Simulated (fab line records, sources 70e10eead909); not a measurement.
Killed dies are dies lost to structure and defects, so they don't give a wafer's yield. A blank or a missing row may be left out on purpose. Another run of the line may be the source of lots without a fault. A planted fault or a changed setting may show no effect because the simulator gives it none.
Chamber matching -- flow nandHarc -- NHARC_A_CHANNEL_FILL_D2_ALD_02 on aldHk-03 has 4 sister chambers
The step deposits SiO2, target thk 6 nm, pulse time 10 s, ald cycles 60. 42 wafers are shown with their chamber, then 12 later ones without.

## WAFERS, EACH WITH ITS CHAMBER
wafer,chamber,heaterPowerW (W),precursorPulseHeightRel
L074.1,3,423,1.044
L074.2,2,412,1.014
L074.4,1,416,0.990
L076.2,0,526,1.036
L076.3,3,412,1.015
L076.4,1,422,1.003
L078.2,0,516,1.031
L078.3,1,412,0.985
L078.4,2,424,0.972
L080.1,0,532,0.967
L080.2,2,417,0.991
L080.5,1,434,0.968
L082.1,3,416,1.022
L082.2,1,422,0.997
L082.3,0,521,0.983
L082.4,2,414,0.973
L082.5,0,522,1.025
L082.6,3,425,1.043
L083.1,0,523,1.006
L083.4,3,421,0.985
L083.5,0,528,0.968
L084.2,3,425,1.001
L084.3,1,431,0.987
L084.6,2,420,1.002
L085.1,2,414,1.028
L085.3,1,429,0.968
L085.6,3,409,0.966
L086.2,3,415,1.000
L086.3,0,477,0.958
L086.4,2,416,1.017
L091.2,1,421,1.002
L091.3,3,424,1.037
L091.6,3,411,0.981
L092.3,0,481,1.018
L092.4,2,405,1.003
L092.5,1,412,0.991
L092.1,1,428,1.019
L092.2,3,419,1.018
L092.6,0,490,0.988
L093.2,1,429,1.011
L093.3,2,408,1.013
L093.5,2,411,0.973

SIGNATURES (averages over the wafers above)
reading,chamber 0,chamber 1,chamber 2,chamber 3,scatter within a chamber
heaterPowerW,511.60,423.27,414.10,418.18,11.5
precursorPulseHeightRel,0.99800,0.99282,0.99860,1.01018,0.0233
Rule: a wafer lies at a distance from a chamber equal to the root of the sum of squares, over the readings, of (its reading less the chamber's mean, divided by the reading's scatter). If the next closest chamber is less than 2 further off than the closest, the wafer can't be placed; otherwise it belongs to the closest. The scatter is the square root of a quotient: the sum, over the shown wafers, of each reading's squared deviation from its chamber's mean, divided by wafers minus chambers.

## WAFERS WITH NO CHAMBER GIVEN
wafer,heaterPowerW (W),precursorPulseHeightRel
L093.1,497,0.986
L093.4,420,1.017
L093.6,418,1.010
L094.1,413,1.047
L094.3,432,1.000
L094.4,483,0.995
L095.3,423,0.975
L095.5,481,0.988
L095.6,435,1.000
L096.1,416,0.976
L096.3,438,0.998
L096.5,410,0.958

## EACH ONE'S CHAMBER
wafer,from the rows above,in truth
L093.1,0,0
L093.4,can't be placed: 3 or 2 or 1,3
L093.6,can't be placed: 3 or 2 or 1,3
L094.1,can't be placed: 3 or 2 or 1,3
L094.3,can't be placed: 1 or 3 or 2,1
L094.4,0,0
L095.3,can't be placed: 1 or 2 or 3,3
L095.5,0,0
L095.6,can't be placed: 1 or 3 or 2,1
L096.1,can't be placed: 1 or 2 or 3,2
L096.3,can't be placed: 1 or 3 or 2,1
L096.5,can't be placed: 2 or 1 or 3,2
Placed correctly: 3 of 12. Unplaceable from these rows: 9, with the true chamber sitting among the candidates in 9. 0 placed wrongly.
